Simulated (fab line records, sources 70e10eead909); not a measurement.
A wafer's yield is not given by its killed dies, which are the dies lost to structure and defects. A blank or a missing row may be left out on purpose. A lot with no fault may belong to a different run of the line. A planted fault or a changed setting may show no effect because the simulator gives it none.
Matching of chambers + flow nand harc + 4 sister chambers for NHARC_A_STAIRCASE_TRIM_196 on rie diel-08
The step chemistry O2, time 211.2 s. 4 wafers are shown with their chamber, then 10 later ones without.

== WAFERS WITH THEIR CHAMBER ==
| wafer  | chamber | showerhead plenum p Torr (Torr) |
|--------|---------|---------------------------------|
| L076.6 | 0       | 3.65                            |
| L081.1 | 3       | 3.63                            |
| L083.3 | 1       | 3.61                            |
| L083.4 | 2       | 3.32                            |

== WAFERS WITH NO CHAMBER GIVEN ==
| wafer  | showerhead plenum p Torr (Torr) |
|--------|---------------------------------|
| L083.5 | 3.63                            |
| L084.2 | 3.31                            |
| L084.4 | 3.62                            |
| L084.5 | 3.62                            |
| L094.3 | 3.60                            |
| L094.5 | 3.30                            |
| L094.6 | 3.61                            |
| L095.2 | 3.60                            |
| L095.3 | 3.30                            |
| L095.5 | 3.30                            |

== WHICH CHAMBER EACH WENT THROUGH ==
| wafer  | from the rows above          | in truth |
|--------|------------------------------|----------|
| L083.5 | can't be placed: 3 or 0 or 1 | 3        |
| L084.2 | 2                            | 2        |
| L084.4 | can't be placed: 3 or 1 or 0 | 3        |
| L084.5 | can't be placed: 3 or 1 or 0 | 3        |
| L094.3 | can't be placed: 1 or 3      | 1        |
| L094.5 | 2                            | 2        |
| L094.6 | can't be placed: 1 or 3      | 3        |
| L095.2 | can't be placed: 1 or 3      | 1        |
| L095.3 | 2                            | 2        |
| L095.5 | 2                            | 2        |
4 of 10 placed correctly. Unplaceable from these rows: 6, with the true chamber sitting among the candidates in 6. Placed wrongly: 0.
How it was worked out, from the rows above alone: a wafer's distance from a chamber is the root of the sum, over the readings, of the square of ((its reading less the chamber's mean) divided by the reading's scatter). If the next closest chamber is less than 2 further off than the closest, the wafer can't be placed; otherwise it belongs to the closest. For every chamber, the mean is computed from those of its wafers that are shown. The scatter: with one shown wafer a chamber, the root of the mean of the squares of how far each hidden wafer lies from its nearest shown one.
